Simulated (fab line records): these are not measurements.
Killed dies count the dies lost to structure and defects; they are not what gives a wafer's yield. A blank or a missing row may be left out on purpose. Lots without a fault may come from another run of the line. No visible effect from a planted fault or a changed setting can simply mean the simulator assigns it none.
Split-lot study | flow n5-finfet | 7 lots, 21 wafers read, on a route of 1938 steps

== THE SPLIT ==
At N5_BEOL_M0_SAQP_EXPOSE_37 (exposes mask M0 CUT1, target cd 30 nm), the setting dose-mj was moved away from the recipe's 44.75 on 8 of the 21 wafers read, by -3.2% to +4.5%. All remaining wafers had this setting at the recipe value.

== FROM THE SPLIT TO THE READING: what the file shows between them, 2 steps ==
- N5_BEOL_M0_SAQP_PEB_38: peb time 60 s
- N5_BEOL_M0_SAQP_DEVELOP_39: develop time 30 s

== THE READING ==
BEOL_M0_SAQP.cd-nm (the simulator's own value, which no gauge read), in nm, at N5_BEOL_M0_SAQP_DESCUM_45 (chemistry O2, time 7 s). No usual value for it is given in the file. Average 29.9 nm, standard deviation 0.17 nm, over the 13 wafers here run with the recipe.

wafer  | tool, chamber at the split | dose-mj as run | against the recipe | BEOL_M0_SAQP.cd-nm, nm | against lot-mates on the recipe
L074.1 | euv-scanner-02, 0          | 43.32          | -3.2%              | 29.6                   | -0.4
L074.2 | euv-scanner-02, 0          | 43.32          | -3.2%              | 29.4                   | -0.6
L074.4 | euv-scanner-02, 0          | 44.75          | recipe             | 30                     | -
L081.2 | euv-scanner-02, 0          | 44.75          | recipe             | 30                     | -
L081.3 | euv-scanner-02, 0          | 44.75          | recipe             | 29.6                   | -
L081.5 | euv-scanner-02, 0          | 44.75          | recipe             | 29.8                   | -
L088.2 | euv-scanner-02, 0          | 44.75          | recipe             | 30                     | -
L088.3 | euv-scanner-02, 0          | 46.78          | +4.5%              | 31.2                   | +1.2
L088.6 | euv-scanner-02, 0          | 46.78          | +4.5%              | 31                     | +1.0
L089.2 | euv-scanner-02, 0          | 44.75          | recipe             | 30                     | -
L089.3 | euv-scanner-02, 0          | 44.75          | recipe             | 29.6                   | -
L089.4 | euv-scanner-02, 0          | 43.53          | -2.7%              | 29.2                   | -0.6
L091.2 | euv-scanner-01, 0          | 44.75          | recipe             | 29.8                   | -
L091.5 | euv-scanner-01, 0          | 44.75          | recipe             | 29.8                   | -
L091.4 | euv-scanner-01, 0          | 44.75          | recipe             | 30.2                   | -
L094.1 | euv-scanner-01, 0          | 46.68          | +4.3%              | 30.6                   | no lot-mate on the recipe
L094.4 | euv-scanner-01, 0          | 46.68          | +4.3%              | 31                     | no lot-mate on the recipe
L094.6 | euv-scanner-01, 0          | 46.68          | +4.3%              | 30.8                   | no lot-mate on the recipe
L096.1 | euv-scanner-02, 0          | 44.75          | recipe             | 29.8                   | -
L096.4 | euv-scanner-02, 0          | 44.75          | recipe             | 30                     | -
L096.6 | euv-scanner-02, 0          | 44.75          | recipe             | 30                     | -

FIT RESULTS
A straight line over all 21 wafers: BEOL_M0_SAQP.cd-nm changes by +0.213 nm for each +1% of dose-mj; r = +0.94; the points scatter about the line by 0.2 nm.
The same after taking each lot's own level away (the mean of its wafers on the recipe; 18 wafers): +0.215 nm for each +1%; r = +0.94; scatter 0.16 nm.
On that fit, the largest move of dose-mj shifts the reading by 0.97 nm.
Measured against the standard deviation above, the lots' own levels, which go from 29.80 to 30.00 nm, span 1.2 times it.
The two slopes are in agreement: the lot-to-lot level therefore moves the slope only a little.
Check: with one of the wafers moved furthest among these (+4.5%) left out of the fit, the line predicts +0.902 nm for it against its lot-mates. It came out at +1.2 nm against them.

== FURTHER SPLITS ON THESE WAFERS ==
Note: prior to the reading, these wafers also went through further splits. Each is held against what the fit with the lots' levels taken away leaves over:
other split on the same wafers       | wafers away from the commonest value | r with BEOL_M0_SAQP.cd-nm (lot level and that fit taken away)
N5_HKMG_FIN_ETCH_55 bias-w           | 9                                    | -0.03
N5_GATE_CUT_EXPOSE_10 dose-mj        | 7                                    | -0.33
N5_MOL_CONTACT_COAG_ETCH_105 bias-w  | 8                                    | +0.26
N5_MOL_CONTACT_COAG_COAT_64 spin-rpm | 7                                    | +0.23
N5_BEOL_M0_SAQP_EXPOSE_11 dose-mj    | 10                                   | +0.29

== THE FILE'S OWN FIT ==
BEOL_M0_SAQP.cd-nm changes by +0.215 nm for each +1% of dose-mj, r = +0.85.
